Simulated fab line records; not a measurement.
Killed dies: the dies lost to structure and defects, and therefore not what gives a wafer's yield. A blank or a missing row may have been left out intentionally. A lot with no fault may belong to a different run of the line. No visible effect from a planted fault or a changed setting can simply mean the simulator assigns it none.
Matching of chambers || flow n5-finfet || N5_FIN_CUT_STRIP_22 on rie-diel-02: 4 sister chambers
The step strips in N2/H2. 4 wafers are shown with their chamber, then 8 later ones without.

## WAFERS WITH THEIR CHAMBER
{"wafer": "L084.5", "chamber": 1, "throttle-valve-pct (%)": 18.8}
{"wafer": "L089.2", "chamber": 2, "throttle-valve-pct (%)": 18.6}
{"wafer": "L089.6", "chamber": 3, "throttle-valve-pct (%)": 18.8}
{"wafer": "L090.2", "chamber": 0, "throttle-valve-pct (%)": 20.0}

## WAFERS WHOSE CHAMBER IS MISSING
{"wafer": "L090.4", "throttle-valve-pct (%)": 18.8}
{"wafer": "L090.5", "throttle-valve-pct (%)": 19.9}
{"wafer": "L091.1", "throttle-valve-pct (%)": 18.8}
{"wafer": "L091.2", "throttle-valve-pct (%)": 18.6}
{"wafer": "L091.4", "throttle-valve-pct (%)": 18.8}
{"wafer": "L097.1", "throttle-valve-pct (%)": 18.8}
{"wafer": "L097.2", "throttle-valve-pct (%)": 18.8}
{"wafer": "L097.4", "throttle-valve-pct (%)": 20.0}

## EACH ONE'S CHAMBER
{"wafer": "L090.4", "from the rows above": "can't be placed: 1 or 3", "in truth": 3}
{"wafer": "L090.5", "from the rows above": 0, "in truth": 0}
{"wafer": "L091.1", "from the rows above": "can't be placed: 1 or 3", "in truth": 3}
{"wafer": "L091.2", "from the rows above": 2, "in truth": 2}
{"wafer": "L091.4", "from the rows above": "can't be placed: 1 or 3", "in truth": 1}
{"wafer": "L097.1", "from the rows above": "can't be placed: 1 or 3", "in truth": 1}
{"wafer": "L097.2", "from the rows above": "can't be placed: 1 or 3", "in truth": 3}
{"wafer": "L097.4", "from the rows above": 0, "in truth": 0}
Correct placement for 3 of the 8. Unplaceable from these rows: 5, with the true chamber sitting among the candidates in 5. Placed wrongly: 0.
How it was worked out, from the rows above alone: a wafer's distance from a chamber is the root of the sum, over the readings, of the square of ((its reading less the chamber's mean) divided by the reading's scatter). The wafer belongs to the nearest chamber; if the next one is less than 2 further off, it can't be placed. A chamber's mean is the mean of its shown wafers. The scatter: with one shown wafer a chamber, the root of the mean of the squares of how far each hidden wafer lies from its nearest shown one.
